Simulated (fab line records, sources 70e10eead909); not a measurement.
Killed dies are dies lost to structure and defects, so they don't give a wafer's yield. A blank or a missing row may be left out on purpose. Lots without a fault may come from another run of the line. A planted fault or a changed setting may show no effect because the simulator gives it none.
A struck lot beside a sound one | flow nand_harc | 18 steps out of a route of 1302
Sound: wafers L192.2, L192.4, L192.5. Struck: wafers L198.1, L198.2, L198.5. The cause comes at the end.
At each step with rows: each side's tool, then ch and its chambers, then its first start. Under that, the readings that differ: sound wafers | struck wafers | difference of the means | sigmas: that difference in standard deviations of wafers without a fault.
alike: readings whose means differ by less than 2 such deviations, and words and numbers that are the same on both sides. not compared: withheld readings, readings that some wafer has no value for, bounds like >300 that may hide the same value, and numbers for which the record gives no deviation and whose values overlap.
The two part at a step that has a row with sigmas, a row that says differs or no value, or rows on one side only. Numbers that don't overlap but have no deviation are shown without sigmas and don't part them. A reading that every wafer of one side lacks parts them only if that side has two wafers or more.

NHARC_P_GATE_CD_MEAS_59: target cd 720 nm.
  sound on cd_sem-03 ch 0, day 6 02:04; struck on cd_sem-03 ch 0, day 8 16:16
  alike: cd_nm
then, 1 step without rows for these wafers: NHARC_P_GATE_HARDBAKE_60 (time 80 s).
NHARC_P_GATE_DESCUM_61: chemistry O2, time 3 s.
  sound on rie_diel-04 ch 0,2,3, day 6 02:14; struck on rie_diel-12 ch 0,1,3, day 8 16:28
  reading               | sound             | struck            | difference | sigmas
  oes_product_au (a.u.) | 1.011 1.001 1.018 | 0.994 0.982 0.993 | -0.020     | -2
  alike: chamber_pressure_mTorr, drypump_motor_current_A, rf_vpp_V, showerhead_plenum_p_Torr, throttle_valve_pct
  not compared: rf_hours_counter_h
then, 1 step without rows for these wafers: NHARC_P_GATE_IMPLANT_62.
NHARC_P_GATE_STRIP_112: strips in N2/H2, time 200 s.
  sound on plasma_asher-01 ch 0,1, day 6 02:35; struck on plasma_asher-02 ch 0,1, day 8 16:48
  alike: drypump_motor_current_A, heater_power_w
  not compared: rf_hours_counter_h
NHARC_P_GATE_STRIP_76: strips in O2.
  sound on plasma_asher-01 ch 0,1, day 6 02:51; struck on plasma_asher-02 ch 0,1, day 8 17:04
  alike: drypump_motor_current_A, heater_power_w
  not compared: rf_hours_counter_h
then, 6 steps without rows for these wafers: NHARC_P_GATE_STRIP_63 (strips in SPM, time 900 s); NHARC_P_GATE_DEHYDRATE_83 (time 120 s); NHARC_P_GATE_HMDS_84 (time 30 s); NHARC_P_GATE_COAT_85; NHARC_P_GATE_SOFTBAKE_86 (time 95 s); NHARC_P_GATE_EBR_87.
NHARC_P_GATE_EXPOSE_88: exposes mask P HVN, target cd 2000 nm.
  sound on krf_scanner-02 ch 0, day 6 03:38; struck on krf_scanner-02 ch 0, day 8 17:50
  reading | sound                   | struck                  | difference | sigmas
  mask    | P_HVN#0 P_HVN#0 P_HVN#0 | P_PSD#0 P_PSD#0 P_PSD#0 | differs    |
then, 2 steps without rows for these wafers: NHARC_P_GATE_PEB_89 (peb time 85 s); NHARC_P_GATE_DEVELOP_90 (time 70 s).
NHARC_P_GATE_CD_MEAS_91: target cd 2000 nm.
  sound on cd_sem-01 ch 0, day 6 03:47; struck on cd_sem-02 ch 0, day 8 17:59
  reading    | sound                | struck | difference                    | sigmas
  cd_nm (nm) | 1998.7 1998.9 1999.9 | - - -  | no value on the struck wafers |
then, 1 step without rows for these wafers: NHARC_P_GATE_HARDBAKE_92 (time 80 s).
-- the record jumps here: 19 days lie between the struck wafers' starts before and after (it left off in module P_GATE and takes up again in module END, whose first step shown is number 1302 of the route) --
NHARC_END_SORT_01:
  the record has rows for the struck wafers here (prober-01 ch 0, day 27 07:24) and none for the sound ones

WHERE THEY PART
First at NHARC_P_GATE_DESCUM_61; last, within this record, at NHARC_END_SORT_01.

WHY: what the simulator had put in
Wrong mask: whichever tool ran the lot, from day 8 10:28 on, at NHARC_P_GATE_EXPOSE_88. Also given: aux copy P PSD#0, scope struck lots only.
